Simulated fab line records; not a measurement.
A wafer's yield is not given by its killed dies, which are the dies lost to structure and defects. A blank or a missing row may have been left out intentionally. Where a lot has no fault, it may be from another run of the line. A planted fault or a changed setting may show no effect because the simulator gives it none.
Problem report, 8D (eight disciplines) form, completed by code :: flow nand-harc :: the parts of the form that need people (team, actions taken, sign-off) are left out

## 1. THE ISSUE
At NHARC_A_WL_FILL_ETCHBACK_16, oes-product-au averages 1.362 a.u. over 3 wafers from 2 lots, while fault-free wafers read 0.984 a.u., standard deviation 0.024. That puts it +16 standard deviations away from the usual mean.
The step: etches the open film in C4F8/O2/Ar, target depth 120 nm, time 24 s.
First seen on wafer L877.6, day 26 22:56, on rie-diel-08. At this step, 39 wafers from 13 lots have a number in the record. Rule for "out", or "out of limits": more than 4 standard deviations from the usual mean. All remaining wafers that have a number are taken as sound.

## 2. WHAT IT IS, AND WHAT IT ISN'T
question: which readings at this step
is: oes-product-au
is not: rf-vpp-V

question: which lots
is: L876, L877
is not: L861, L862, L863, L865, L867, L870, L871, L872, L879, L883, L884

question: which wafers of those lots
is: L876.2, L876.6, L877.6
is not: L876.4, L877.1, L877.4

question: read on which tools
is: rie-diel-08
is not: rie-diel-03, rie-diel-05

question: when
is: from day 26 22:56
is not: up to then (26 sound wafers); but 10 sound wafers of L876, L879, L883, L884 came after

## 3. WHAT RULES OUT EACH SUSPECT
Counting: a tool at a process step up to the reading stays a suspect if it ran every lot that is out. Sound lots after the first of them don't rule it out here, since some wafers of a struck lot are sound.
- rie-diel-08 at NHARC_A_WL_FILL_ETCHBACK_16 (etches the open film in C4F8/O2/Ar, target depth 120 nm, time 24 s): kept. Ran every lot that is out, first one L877 (day 26 22:56); last sound lot up to then L871 (day 25 08:05). On those wafers its own readings are out: oes-product-au.
- rie-diel-08, NHARC_A_WL_FILL_ETCHBACK_16: wafers that are out in chamber 0, sound lot-mates in chambers 2, 3.
The count leaves rie-diel-08 at NHARC_A_WL_FILL_ETCHBACK_16.

## 4. THE CAUSE (what the simulator had put in)
rie-diel-08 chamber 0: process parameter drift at NHARC_A_WL_FILL_ETCHBACK_16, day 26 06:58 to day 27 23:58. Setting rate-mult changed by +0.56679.
This tool alone remained once counting was done.

## 5. SEQUENCE OF EFFECTS, ordered by route
Rows list readings where the struck wafers' mean (over those with a number) sits beyond 3 standard deviations from the usual. Scope: only readings with a usual standard deviation given in the record; hours: median across lots of the time from each lot's start at the first step in this table that gives one to its start at this step; sigmas: change in usual standard deviations.
hours: 0
step: NHARC_A_WL_FILL_ETCHBACK_16
reading: oes-product-au
usual: 0.984 a.u.
on struck wafers: 1.362
change: +0.378
sigmas: +16
Its process steps:
- NHARC_A_WL_FILL_ETCHBACK_16: etches the open film in C4F8/O2/Ar, target depth 120 nm, time 24 s.

## 6. HOW IT WOULD HAVE BEEN CAUGHT EARLIER
In this record the first reading out of limits was taken at day 26 22:56, 16 hours after the fault began at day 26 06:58.
